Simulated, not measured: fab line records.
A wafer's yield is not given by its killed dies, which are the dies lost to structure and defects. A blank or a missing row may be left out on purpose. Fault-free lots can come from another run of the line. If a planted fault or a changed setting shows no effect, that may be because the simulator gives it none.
Matching of chambers ; flow nand_harc ; pecvd-01 running NHARC_P_M2_PRE_CLEAN_32: 3 sister chambers
The step time 12 s. 20 wafers are shown with their chamber, then 10 later ones without.

## EACH WAFER AND ITS CHAMBER
wafer;chamber;heater_power_w (W)
L078.1;2;548
L078.4;1;589
L078.5;1;591
L079.1;0;570
L079.3;2;616
L079.6;1;620
L081.1;0;493
L081.3;1;582
L081.4;0;500
L084.2;1;663
L084.3;0;530
L084.6;2;525
L086.1;0;573
L086.4;0;568
L086.5;1;618
L089.3;0;575
L089.4;1;671
L089.5;2;576
L090.1;0;573
L090.5;0;563

SIGNATURES (means of the wafers above)
reading;chamber 0;chamber 1;chamber 2;scatter within a chamber
heater_power_w;549.44;619.14;566.25;35.2
Rule: for a wafer and a chamber, the distance is found by dividing, reading by reading, the gap between the wafer's reading and the chamber's mean by the reading's scatter, squaring, summing and taking the root. If the next closest chamber is less than 2 further off than the closest, the wafer can't be placed; otherwise it belongs to the closest. The scatter: take each reading less its chamber's mean, square it, sum over the shown wafers, divide by the number of wafers less the number of chambers, and take the root.

## WAFERS WITH NO CHAMBER GIVEN
wafer;heater_power_w (W)
L090.6;659
L092.1;511
L092.2;642
L092.4;630
L094.3;551
L094.5;502
L094.6;584
L097.1;571
L097.4;498
L097.6;483

## WHICH CHAMBER EACH ONE RAN IN
wafer;from the rows above;in truth
L090.6;can't be placed: 1 or 2 or 0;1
L092.1;can't be placed: 0 or 2 or 1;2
L092.2;can't be placed: 1 or 2 or 0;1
L092.4;can't be placed: 1 or 2 or 0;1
L094.3;can't be placed: 0 or 2 or 1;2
L094.5;can't be placed: 0 or 2 or 1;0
L094.6;can't be placed: 2 or 0 or 1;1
L097.1;can't be placed: 2 or 0 or 1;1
L097.4;can't be placed: 0 or 2 or 1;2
L097.6;can't be placed: 0 or 2 or 1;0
Correctly placed: 0 of 10. Unplaceable from these rows: 10, with the true chamber sitting among the candidates in 10. Number placed wrongly: 0.
